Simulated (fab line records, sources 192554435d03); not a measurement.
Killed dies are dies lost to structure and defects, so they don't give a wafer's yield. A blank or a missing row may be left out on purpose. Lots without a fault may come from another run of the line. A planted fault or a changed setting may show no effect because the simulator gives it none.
fab line records | flow n5_finfet | part 2 of 2: steps 6 to 8 of 8
record lots=15 wafers=45 last_day=20
route steps=1938 shown MOL_CONTACT_COAG@619 BEOL_M0_SAQP@650 BEOL_M4@1111
lots that met no fault: from a run of the same line without faults
start_h: hours from the record's first day to the start of the lot's first wafer shown | wait_h: hours since the lot's step before | " the same as in the row above | L1.1+2: a row that stands for several wafers | - no value, or no start given | * or withheld: withheld | < > ~ a bound
route shown NAME@n: a module of which the file shows steps, and the number in the route of the first | usual: mean/standard deviation of fault-free wafers | same: alike in all rows | chamber/n: place in a boat | sites: the reading at each site | _std_site: their standard deviation | _edge_site: outer sites' mean less inner sites' | radius_mm: how far each site lies from the wafer's centre | mask NAME#n: copy n | behind: the tool/chamber that last shaped the wafer | hold: why the lot was held/for how many hours/how that ended | device: the transistor (n, p or np) that didn't switch | end of line: the same wafers' tests at the end of the route | a step without rows: its recipe alone | killed: dies lost to structure and defects at the first sort, not the wafer's yield | map: a wafer's dies, x killed, . not, _ none there
set.NAME: the setting as run; set.NAME@STEP: as run at that earlier step | model.NAME: the simulator's own value behind a step, which no gauge read
steps of the route over a sample of lots; a table a step, a row a wafer
services: from which hour (start_h, from the record's first day; less than 0 if before it) a tool's chamber was out of use, for how many hours, and why
## steps
# step N5_BEOL_M0_SAQP_STRIP_86
# recipe chemistry=N2/H2 power_w=500 temp_c=40 pressure_mtorr=50 rf_frequency_hz=6e+07 overash_fraction=0.3 bias_power_w=28 h2_frac=0.5 n2_flow_sccm=300 h2_flow_sccm=300
# usual drypump_motor_current_A=5.7/0.38 oes_product_au=0.77/0.082 rf_vpp_V=122.0/1.4 showerhead_plenum_p_Torr=3.35/0.12 throttle_valve_pct=19.16/0.3
# columns lot.wafer tool chamber start_h wait_h drypump_motor_current_A oes_product_au rf_hours_counter_h rf_vpp_V showerhead_plenum_p_Torr throttle_valve_pct
L710.2 rie_diel-02 0 122.67 0.1 4.8 0.68 237 122.3 3.44 19.32
L710.3 " 3 " " 5.9 0.74 164 123.9 3.23 19.18
L710.4 " 3 " " 5.9 0.74 - 122.1 3.23 19.22
L712.1 rie_diel-02 3 128.03 0.1 5.9 0.72 166 120.7 3.23 19.19
L712.2 " 2 " " 6.1 0.88 48 122.6 3.28 18.97
L712.5 " 0 " " 4.8 0.68 - 120.1 3.44 19.30
L716.1 rie_diel-02 3 149.73 0.1 5.9 0.74 173 123.4 3.22 19.21
L716.3 " 2 " " 6.1 0.86 55 122.4 3.28 18.97
L716.6 " 0 " " 4.8 0.67 - 124.1 3.43 19.37
L717.1 rie_diel-03 2 179.81 0.1 5.7 0.70 210 123.0 3.20 18.91
L717.3 " 1 " " 5.8 0.73 186 121.6 3.34 19.79
L717.4 " 3 " " 5.5 0.71 180 120.8 3.48 18.94
L718.1 rie_diel-03 2 180.17 0.1 5.7 0.69 210 123.5 3.20 18.87
L718.4 " 3 " " 5.5 0.70 180 120.2 3.48 18.91
L718.6 " 0 " " 6.0 0.81 - 123.8 3.53 19.31
L722.2 rie_diel-02 2 223.83 0.1 6.1 0.86 69 123.6 3.27 19.00
L722.3 " 0 " " 4.8 0.98 4 122.4 3.43 18.93
L722.5 " 3 " " 5.9 0.73 - 124.4 3.22 19.25
L724.2 rie_diel-02 0 254.09 0.1 4.8 0.98 13 121.6 3.43 18.92
L724.4 " 2 " " 6.1 0.86 - 121.6 3.26 19.01
L724.5 " 0 " " 4.8 0.95 - 123.2 3.43 18.92
L725.1 rie_diel-03 1 254.53 0.1 5.8 0.72 201 122.4 3.33 19.79
L725.4 " 0 " " 6.0 0.80 - 125.1 3.52 19.37
L725.5 " 1 " " 5.8 0.72 - 121.1 3.33 19.77
L726.1 rie_diel-03 1 254.57 0.1 5.8 0.71 201 119.9 3.33 19.76
L726.4 " 2 " " 5.8 0.68 - 120.5 3.20 18.93
L726.6 " 1 " " 5.8 0.71 - 120.9 3.33 19.80
L727.1 rie_diel-03 1 254.61 0.1 5.7 0.71 201 122.9 3.33 19.77
L727.2 " 0 " " 5.9 0.80 112 122.0 3.52 19.36
L727.5 " 2 " " 5.7 0.69 - 121.4 3.20 18.88
L728.1 rie_diel-05 0 254.81 0.1 5.8 0.68 225 122.7 3.31 18.98
L728.3 " 2 " " 6.2 0.92 22 120.8 3.29 18.62
L728.5 " 2 " " 6.2 0.92 - 122.8 3.29 18.64
L731.1 rie_diel-02 1 285.00 0.1 5.6 0.74 183 122.6 3.21 19.32
L731.2 " 0 " " 4.8 0.93 23 123.0 3.42 18.95
L731.3 " 3 " " 5.9 0.71 202 125.0 3.21 19.28
L730.1 rie_diel-03 0 288.05 0.1 5.9 0.79 124 122.9 3.51 19.38
L730.2 " 3 " " 5.5 0.70 204 123.2 3.47 18.96
L730.4 " 1 " " 5.8 0.71 212 122.2 3.33 19.78
L729.1 rie_diel-02 0 288.24 0.1 4.8 0.94 24 120.9 3.42 18.98
L729.4 " 2 " " 6.1 0.84 87 120.2 3.26 19.02
L729.5 " 3 " " 5.9 0.71 - 123.3 3.21 19.26
L732.4 rie_diel-02 2 288.36 0.1 6.1 0.84 87 121.9 3.26 19.04
L732.5 " 3 " " 5.9 0.73 - 121.0 3.21 19.26
L732.6 " 2 " " 6.1 0.85 - 123.6 3.26 19.01
# step N5_BEOL_M0_SAQP_CD_MEAS_25
# recipe target_cd_nm=13.1 landing_energy_ev=1000 detector=se_inlens
# usual cd_nm=12.79/0.22
# same landing_energy_ev=1000
# columns lot.wafer tool chamber start_h wait_h cd_nm
L710.2 cd_sem-03 0 123.89 0.1 12.96
L710.3 " 0 " " 12.91
L710.4 " 0 " " 13.07
L712.1 cd_sem-03 0 129.50 0.1 12.72
L712.2 " 0 " " 12.69
L712.5 " 0 " " 12.95
L716.1 cd_sem-02 0 150.92 0.1 -
L716.3 " 0 " " -
L716.6 " 0 " " -
L717.1 cd_sem-02 0 181.42 0.1 -
L717.3 " 0 " " -
L717.4 " 0 " " -
L718.1 cd_sem-01 0 182.39 0.1 -
L718.4 " 0 " " -
L718.6 " 0 " " -
L722.2 cd_sem-01 0 226.71 0.1 12.32
L722.3 " 0 " " 12.93
L722.5 " 0 " " 12.82
L724.2 cd_sem-01 0 256.03 0.1 12.81
L724.4 " 0 " " 12.64
L724.5 " 0 " " 12.92
L725.1 cd_sem-02 0 257.28 0.1 13.03
L725.4 " 0 " " 12.33
L725.5 " 0 " " 12.98
L726.1 cd_sem-02 0 257.46 0.1 12.61
L726.4 " 0 " " 12.87
L726.6 " 0 " " 12.61
L727.1 cd_sem-03 0 257.76 0.1 12.66
L727.2 " 0 " " 12.94
L727.5 " 0 " " 12.60
L728.1 cd_sem-03 0 258.21 0.1 12.90
L728.3 " 0 " " 12.79
L728.5 " 0 " " 12.25
L731.1 cd_sem-01 0 287.69 0.1 13.10
L731.2 " 0 " " 12.62
L731.3 " 0 " " 12.50
L730.1 cd_sem-03 0 290.13 0.1 13.20
L730.2 " 0 " " 12.82
L730.4 " 0 " " 12.76
L729.1 cd_sem-03 0 290.40 0.1 12.87
L729.4 " 0 " " 12.89
L729.5 " 0 " " 12.49
L732.4 cd_sem-02 0 290.85 0.1 13.03
L732.5 " 0 " " 12.87
L732.6 " 0 " " 12.75
# step N5_BEOL_M4_RC_MEAS_101
# usual DIBL_N=36.5/1.2 DIBL_P=36.5/1.6 IOFF_N=0.162/0.023 IOFF_P=0.221/0.03 ION_N=678/8 ION_P=466/6.3 SS_N=71.6/0.46 SS_P=73.3/0.57 VT_N=249.2/2.6 VT_P=-249/3.3
# columns lot.wafer tool chamber start_h wait_h DIBL_N[mV/V] DIBL_P[mV/V] IOFF_N[nA/um] IOFF_P[nA/um] ION_N[uA/um] ION_P[uA/um] SS_N[mV/dec] SS_P[mV/dec] VT_N[mV] VT_P[mV]
L710.2 prober-02 0 227.78 0.2 36.0 36.5 0.144 0.206 675 469 71.5 73.3 252.9 -250
L710.3 " 0 " " 37.7 39.4 0.172 0.268 675 476 71.9 73.8 246.7 -247
L710.4 " 0 " " 38.3 39.4 0.186 0.272 688 475 71.6 73.1 248.1 -244
L712.1 prober-02 0 235.17 0.0 34.9 33.9 0.131 0.212 674 468 71.7 72.4 250.3 -247
L712.2 " 0 " " 35.4 32.9 0.129 0.198 664 456 71.5 72.3 253.1 -251
L712.5 " 0 " " 36.6 34.1 0.145 0.216 668 469 72.1 72.4 250.4 -247
L722.2 prober-01 0 290.62 0.2 36.6 36.6 0.161 0.226 682 467 71.9 73.1 251.7 -247
L722.3 " 0 " " 36.0 36.7 0.152 0.232 670 466 71.6 73.4 251.2 -251
L722.5 " 0 " " 37.1 37.6 0.177 0.246 686 471 71.3 72.5 247.3 -246
L724.2 prober-02 0 312.46 0.2 36.4 36.0 0.158 0.192 674 459 72.3 73.2 247.5 -252
L724.4 " 0 " " 35.2 34.9 0.139 0.184 671 460 71.1 73.0 249.5 -252
L724.5 " 0 " " 35.3 34.5 0.131 0.173 667 463 71.5 72.2 254.4 -253
L725.1 prober-02 0 320.28 0.0 35.0 36.7 0.145 0.218 684 475 71.1 73.9 249.7 -248
L725.4 " 0 " " 35.2 35.8 0.135 0.209 681 474 71.5 73.2 251.7 -251
L725.5 " 0 " " 36.1 37.5 0.160 0.250 686 481 71.6 73.1 249.6 -246
L727.1 prober-01 0 323.73 0.0 36.2 38.9 0.194 0.254 695 471 72.0 73.8 247.0 -246
L727.2 " 0 " " 35.3 38.1 0.165 0.232 677 464 72.7 72.7 248.3 -248
L727.5 " 0 " " 34.6 36.3 0.152 0.215 678 465 71.9 73.0 251.2 -247
L728.1 prober-02 0 324.15 0.0 38.8 39.4 0.225 0.302 700 475 72.1 74.0 243.9 -244
L728.3 " 0 " " 36.4 36.0 0.173 0.244 682 471 71.6 72.6 246.0 -245
L728.5 " 0 " " 38.4 38.4 0.204 0.288 687 479 71.8 74.0 246.0 -244
L726.1 prober-01 0 325.68 0.0 36.9 36.6 0.173 0.202 686 460 71.6 73.0 248.1 -253
L726.4 " 0 " " 35.9 36.2 0.165 0.208 693 468 71.5 73.9 248.6 -250
L726.6 " 0 " " 35.0 35.2 0.147 0.184 682 463 70.8 72.8 249.1 -251
L731.1 prober-02 0 357.87 0.0 36.5 36.1 0.189 0.268 692 478 71.5 73.4 246.6 -241
L731.2 " 0 " " 34.9 33.7 0.157 0.225 680 474 71.4 72.5 248.0 -245
L731.3 " 0 " " 34.3 34.0 0.154 0.230 686 477 71.4 72.6 248.0 -246
L730.1 prober-02 0 361.53 0.0 37.5 37.2 0.169 0.210 675 462 72.1 73.1 250.7 -251
L730.2 " 0 " " 37.1 36.5 0.147 0.203 669 462 72.0 72.9 251.4 -249
L730.4 " 0 " " 35.6 34.3 0.125 0.176 668 459 70.9 73.2 253.9 -252
L729.1 prober-01 0 364.54 0.0 38.0 36.7 0.167 0.214 674 462 72.0 74.3 246.7 -249
L729.4 " 0 " " 37.1 35.6 0.155 0.203 677 465 71.5 72.9 248.8 -250
L729.5 " 0 " " 36.0 34.9 0.138 0.189 672 464 71.7 73.1 250.6 -249
L732.4 prober-02 0 367.87 0.5 38.1 38.1 0.181 0.251 678 468 72.3 74.5 248.3 -249
L732.5 " 0 " " 37.7 36.9 0.170 0.233 691 469 72.2 74.4 249.1 -247
L732.6 " 0 " " 39.2 38.9 0.206 0.258 690 463 72.1 73.9 245.9 -249
## services
# columns tool chamber start_h hours kind
rie_si-03 2 93.10 14.9 repair
rie_diel-05 3 93.94 21.0 repair
rie_diel-02 1 107.68 15.5 repair
rie_diel-02 2 107.69 2.9 repair
rie_si-03 - 109.49 0.4 repair
plasma_asher-02 - 143.29 3.5 pm
rie_diel-02 - 151.09 15.6 pm
plasma_asher-01 - 153.10 2.1 repair
rie_diel-05 - 153.22 28.1 pm
rie_si-06 2 177.57 1.4 repair
rie_diel-05 3 189.24 1.3 repair
rie_diel-05 - 207.38 2.6 repair
rie_diel-05 1 213.83 14.7 repair
plasma_asher-01 - 216.33 2.8 pm
rie_diel-05 - 217.62 0.7 repair
rie_diel-05 3 227.96 6.0 repair
rie_diel-05 1 229.85 2.6 repair
rie_si-05 0 238.69 2.3 repair
rie_diel-02 - 241.35 2.8 pm
rie_diel-05 0 249.90 1.2 repair
rie_diel-02 3 250.98 4.4 repair
rie_diel-03 3 251.86 6.5 repair
rie_si-06 - 273.30 4.0 pm
rie_diel-05 2 281.14 7.1 repair
## key
first_sign step=N5_BEOL_M0_SAQP_ETCH_83 reading=tool_record direction=missing
effect step=N5_BEOL_M0_SAQP_ETCH_84 reading=oes_product_au direction=down sigmas=5.4 usual=0.70 struck=0.29
effect step=N5_BEOL_M0_SAQP_MANDREL_ETCH_20 reading=oes_product_au direction=down sigmas=35 usual=0.775 struck=0.326
effect step=N5_BEOL_M0_SAQP_CD_MEAS_25 reading=cd_nm direction=missing
met_at N5_BEOL_M0_SAQP_ETCH_83
struck_lots L716,L717,L718
later_rows_left_out L716.1,L716.3,L716.6,L717.1,L717.3,L717.4,L718.1,L718.4,L718.6
sort_left_out L716.1,L716.3,L716.6,L717.1,L717.3,L717.4,L718.1,L718.4,L718.6
not_acting_at N5_MOL_CONTACT_COAG_STRIP_49,N5_BEOL_M0_SAQP_OVL_MEAS_15,N5_BEOL_M0_SAQP_STRIP_86
fault kind=skipped_step_whole tool=rie_diel-02,rie_diel-05 chamber=- onset_h=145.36 steps=N5_BEOL_M0_SAQP_ETCH_83 scope=struck_lots_only
# sort_left_out: the simulated sort isn't trusted on such a fault, so these wafers' sort isn't shown, and their yield isn't known
# later_rows_left_out: the simulator's readings of these wafers behind a module that went badly wrong aren't trusted and aren't shown, but for the sort
